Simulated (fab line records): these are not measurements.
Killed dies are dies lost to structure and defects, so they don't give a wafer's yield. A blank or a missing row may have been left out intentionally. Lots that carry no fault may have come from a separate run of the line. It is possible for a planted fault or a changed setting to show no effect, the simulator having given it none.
Chamber matching -- flow n5 finfet -- N5_BEOL_M3_ALD_84 on ald metal-02 has 3 sister chambers
The step deposits TaN, pulse time 2 s, purge time 3 s, co reactant purge time 2 s. 6 wafers are shown with their chamber, then 6 later ones without.

WAFERS PAIRED WITH THEIR CHAMBERS
wafer,chamber,heater power w (W)
L081.6,2,335
L083.1,0,361
L083.3,2,334
L086.1,3,432
L086.4,0,357
L086.5,3,448

WAFERS MISSING THEIR CHAMBER
wafer,heater power w (W)
L091.1,448
L094.5,439
L094.6,368
L097.1,331
L097.3,430
L097.4,359

THE CHAMBER EACH PASSED THROUGH
wafer,from the rows above,in truth
L091.1,3,3
L094.5,3,3
L094.6,0,0
L097.1,2,2
L097.3,3,3
L097.4,0,0
Placed correctly: 6 of 6. Not placeable from these rows: 0. 0 placed wrongly.
How it was worked out, from the rows above alone: a wafer's distance from a chamber is the root of the sum, over the readings, of the square of ((its reading less the chamber's mean) divided by the reading's scatter). The wafer belongs to the nearest chamber; if the next one is less than 2 further off, it can't be placed. Each chamber's mean is taken over the wafers shown for it. The scatter: the root of (the sum of the squares of (reading less its chamber's mean) over the shown wafers, divided by (wafers less chambers)).
